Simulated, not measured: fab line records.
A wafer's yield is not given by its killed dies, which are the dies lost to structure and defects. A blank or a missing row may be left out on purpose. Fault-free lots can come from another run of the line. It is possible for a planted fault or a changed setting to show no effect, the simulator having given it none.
Chamber matching	flow nand harc	NHARC_A_CHANNEL_FILL_D1_CMP_10 on cmp-03: 4 sister chambers
The step polishes, target thk 150 nm. 7 wafers are shown with their chamber, then 7 later ones without.

## WAFERS WITH THEIR CHAMBER
wafer	chamber	motor current A (A)	edge zone pressure frac
L082.1	2	11.0	0.997
L081.1	0	12.9	1.000
L085.2	3	11.5	1.000
L085.3	1	11.2	1.001
L085.6	0	13.8	1.004
L089.1	3	11.3	1.003
L089.2	2	11.9	1.001

## WAFERS WHOSE CHAMBER IS MISSING
wafer	motor current A (A)	edge zone pressure frac
L089.4	13.2	0.999
L093.1	12.7	0.996
L093.4	12.2	1.006
L093.5	11.4	0.999
L095.2	13.3	1.007
L095.4	11.9	0.995
L095.6	12.0	0.999

## CHAMBER TAKEN BY EACH
wafer	from the rows above	in truth
L089.4	0	0
L093.1	can't be placed: 0 or 2 or 3 or 1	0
L093.4	can't be placed: 3 or 0 or 1 or 2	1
L093.5	can't be placed: 2 or 1 or 3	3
L095.2	0	0
L095.4	can't be placed: 2 or 1 or 3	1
L095.6	can't be placed: 2 or 3 or 1 or 0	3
2 of 7 placed correctly. These rows do not allow placing 5 (true chamber among the candidates in 5). 0 placed wrongly.
How it was worked out, from the rows above alone: a wafer's distance from a chamber is the root of the sum, over the readings, of the square of ((its reading less the chamber's mean) divided by the reading's scatter). If the next closest chamber is less than 2 further off than the closest, the wafer can't be placed; otherwise it belongs to the closest. A chamber's mean is the mean of its shown wafers. The scatter: take each reading less its chamber's mean, square it, sum over the shown wafers, divide by the number of wafers less the number of chambers, and take the root.
